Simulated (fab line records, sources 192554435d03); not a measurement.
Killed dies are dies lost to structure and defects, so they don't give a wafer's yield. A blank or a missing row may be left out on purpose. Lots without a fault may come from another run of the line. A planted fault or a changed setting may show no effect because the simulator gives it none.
Problem report in the 8D (eight disciplines) form, filled by code | flow n5_finfet | the parts of the form that need people (team, actions taken, sign-off) are left out

1. THE PROBLEM
spin_speed_rpm at N5_BEOL_M10_COAT_59 reads a mean of 1657.0 rpm on 6 wafers of 2 lots; wafers without a fault read 1500.0 rpm with a standard deviation of 0.9. That is +99 or more standard deviations from the usual mean.
The step: time 60 s, resist thk 100 nm.
First seen on wafer L832.3, day 13 16:16, on litho_track-05. The record holds 31 wafers of 11 lots with a number at this step. Rule for "out", or "out of limits": more than 4 standard deviations from the usual mean. The other wafers with a number count as sound.

2. WHAT IT IS AND WHAT IT IS NOT
question                    | is                     | is not
which readings at this step | spin_speed_rpm         | exhaust_pa
which lots                  | L832, L835             | L823, L824, L828, L829, L834, L836, L839, L841, L845
which wafers of those lots  | all that have a number | -
read on which tools         | litho_track-05         | litho_track-01, litho_track-03
when                        | from day 13 16:16      | up to then (10 sound wafers); but 15 sound wafers of L834, L836, L839, L841, L845 came after

3. SUSPECTS, AND WHAT RULES EACH OUT
Counting: a tool at a process step up to the reading stays a suspect if it ran every lot that is out and no sound lot after the first of them.
- rie_metal-02 at N5_BEOL_M9_HM_OPEN_17 (chemistry Cl2/BCl3, target TiN, target depth 20 nm, overetch 6 nm): ruled out as a lasting fault. Sound lots L839, L841 ran on it after its first lot that is out, L832 (day 13 05:17).
- litho_track-05 at N5_BEOL_M10_COAT_59 (time 60 s, resist thk 100 nm): kept. It ran every lot that is out, first L832 (day 13 16:16), and no sound lot after that; its last sound lot up to then is L828 (day 11 20:59). Its own readings are out on those wafers: spin_speed_rpm.
Left after counting: litho_track-05 at N5_BEOL_M10_COAT_59.

4. THE CAUSE (what the simulator had put in)
Process parameter drift: litho_track-05, from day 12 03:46 on, at N5_BEOL_M10_COAT_59. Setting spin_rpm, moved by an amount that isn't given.
Counting left only this tool.

5. THE CHAIN OF EFFECTS, in route order
Each row: a reading whose mean over the struck wafers that have a number lies more than 3 standard deviations from the usual. Only readings for which the record gives a usual standard deviation are gone through. hours: the time from each lot's start at the first step in this table that gives one to its start at this step, as a median over the lots. sigmas: the change in usual standard deviations.
hours | step                | reading        | usual      | on struck wafers | change | sigmas
0     | N5_BEOL_M10_COAT_59 | spin_speed_rpm | 1500.0 rpm | 1657.0           | +157.0 | +99 or more
The process steps in it:
- N5_BEOL_M10_COAT_59: time 60 s, resist thk 100 nm.

6. WHAT WOULD HAVE CAUGHT IT SOONER
In this record the first reading out of limits was taken at day 13 16:16, 36 hours after the fault began at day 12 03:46.
